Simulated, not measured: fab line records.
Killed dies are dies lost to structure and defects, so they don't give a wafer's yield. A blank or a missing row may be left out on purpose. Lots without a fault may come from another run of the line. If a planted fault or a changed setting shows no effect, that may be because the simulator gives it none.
Chamber matching | flow nandHarc | 4 sister chambers for NHARC_A_STAIRCASE_ALD_420 on aldHk-01
The step deposits SiO2, target thk 20 nm, pulse time 6 s, ald cycles 200. 8 wafers are shown with their chamber, then 8 later ones without.

== WAFERS PAIRED WITH THEIR CHAMBERS ==
wafer  | chamber | heaterPowerW (W) | precursorPulseHeightRel
L087.6 | 2       | 422              | 1.015
L092.1 | 1       | 516              | 0.972
L092.5 | 3       | 492              | 0.992
L092.6 | 0       | 460              | 0.996
L096.1 | 1       | 518              | 1.026
L096.2 | 3       | 511              | 0.985
L096.6 | 0       | 475              | 0.982
L096.3 | 2       | 430              | 1.002

== WAFERS MISSING THEIR CHAMBER ==
wafer  | heaterPowerW (W) | precursorPulseHeightRel
L096.4 | 457              | 0.999
L096.5 | 510              | 1.017
L095.1 | 512              | 0.996
L095.2 | 509              | 0.978
L095.3 | 454              | 0.987
L097.1 | 462              | 0.985
L097.5 | 506              | 1.004
L097.6 | 430              | 0.990

== CHAMBER TAKEN BY EACH ==
wafer  | from the rows above     | in truth
L096.4 | 0                       | 0
L096.5 | can't be placed: 1 or 3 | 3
L095.1 | can't be placed: 1 or 3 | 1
L095.2 | can't be placed: 3 or 1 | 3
L095.3 | can't be placed: 0 or 2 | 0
L097.1 | 0                       | 0
L097.5 | can't be placed: 3 or 1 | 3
L097.6 | 2                       | 2
Placed correctly: 3 of 8. Can't be placed from these rows: 5 (the true chamber is among the candidates in 5). 0 placed wrongly.
How it was worked out, from the rows above alone: a wafer's distance from a chamber is the root of the sum, over the readings, of the square of ((its reading less the chamber's mean) divided by the reading's scatter). The wafer belongs to the nearest chamber; if the next one is less than 2 further off, it can't be placed. For every chamber, the mean is computed from those of its wafers that are shown. How the scatter is found: for the shown wafers, subtract from each reading the mean of its chamber, square and add these, divide the total by (wafers less chambers), then take the root.
